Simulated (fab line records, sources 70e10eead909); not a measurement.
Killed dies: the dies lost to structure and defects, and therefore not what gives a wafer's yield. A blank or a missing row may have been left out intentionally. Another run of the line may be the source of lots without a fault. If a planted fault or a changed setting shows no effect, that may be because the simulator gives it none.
Which tool was responsible? ; flow nandHarc ; 6 lots, 18 wafers sampled, at 3 steps of a route of 1302

## WHAT EACH GAUGE READ, for each wafer
NHARC_A_ONON_D2_THK_MEAS_30: measures by ellipsometry.
lot;measured;on;thkNm (nm)
L942;day 14 19:25;filmMetro-01;996 995 995
L944;day 15 08:24;filmMetro-02;1000 1000 999
L945;day 16 03:35;filmMetro-02;994 993 993
L950;day 18 17:23;filmMetro-01;985 986 986
L956;day 20 20:41;filmMetro-01;1008 1008 1010
L958;day 21 19:34;filmMetro-01;1537 1537 1539

## WHAT TOOL EACH LOT RAN ON (gives the tool, then ch and the chambers of the sampled wafers, and finally the start)
lot;NHARC_A_DECK1_JOINT_DEP_16;NHARC_A_ONON_D2_DEP_28
L942;pecvd-04 ch 0,1, day 14 06:07;pecvdOnon-04 ch 0, day 14 18:54
L944;pecvd-04 ch 0,1,2, day 14 19:37;pecvdOnon-04 ch 0, day 15 07:54
L945;pecvd-02 ch 0,2, day 15 14:31;pecvdOnon-02 ch 0, day 16 03:11
L950;pecvd-04 ch 0,1, day 18 04:37;pecvdOnon-03 ch 0, day 18 16:55
L956;pecvd-01 ch 0,1, day 20 07:30;pecvdOnon-03 ch 0, day 20 20:17
L958;pecvd-01 ch 0,1,2, day 21 06:41;pecvdOnon-03 ch 0, day 21 19:07
- NHARC_A_DECK1_JOINT_DEP_16: deposits SiO2, target thk 45 nm.
- NHARC_A_ONON_D2_DEP_28: target thk 1000 nm.

## THE ANSWER, worked out from the rows above alone
Rule: usual is defined by the lots themselves. Put in order of their means at a reading, lots are off if they are a third of the lots or fewer, leave a main group of 4 or more, and stand apart from it by a gap of 3 or more times the standard deviation of the main group's means; of several such gaps the widest counts. The tables above print the reading to a certain number of digits; a main group whose means all agree to those digits is not used. A lot without any number at a reading at which 4 lots or more have one is off too. All remaining lots with rows at the step are treated as sound.
Off at NHARC_A_ONON_D2_THK_MEAS_30 (thkNm): L958. The main group: mean 997 nm, standard deviation 7.6.
A tool fits if, at a process step before that reading, it ran every lot that is off, and no sound lot after the first of them. The gauges at NHARC_A_ONON_D2_THK_MEAS_30 are tried like those tools. Can't be told from this: 3 tools fit, pecvd-01 at NHARC_A_DECK1_JOINT_DEP_16, pecvdOnon-03 at NHARC_A_ONON_D2_DEP_28, filmMetro-01 at NHARC_A_ONON_D2_THK_MEAS_30.

## WHAT HAD BEEN PUT IN BY THE SIMULATOR
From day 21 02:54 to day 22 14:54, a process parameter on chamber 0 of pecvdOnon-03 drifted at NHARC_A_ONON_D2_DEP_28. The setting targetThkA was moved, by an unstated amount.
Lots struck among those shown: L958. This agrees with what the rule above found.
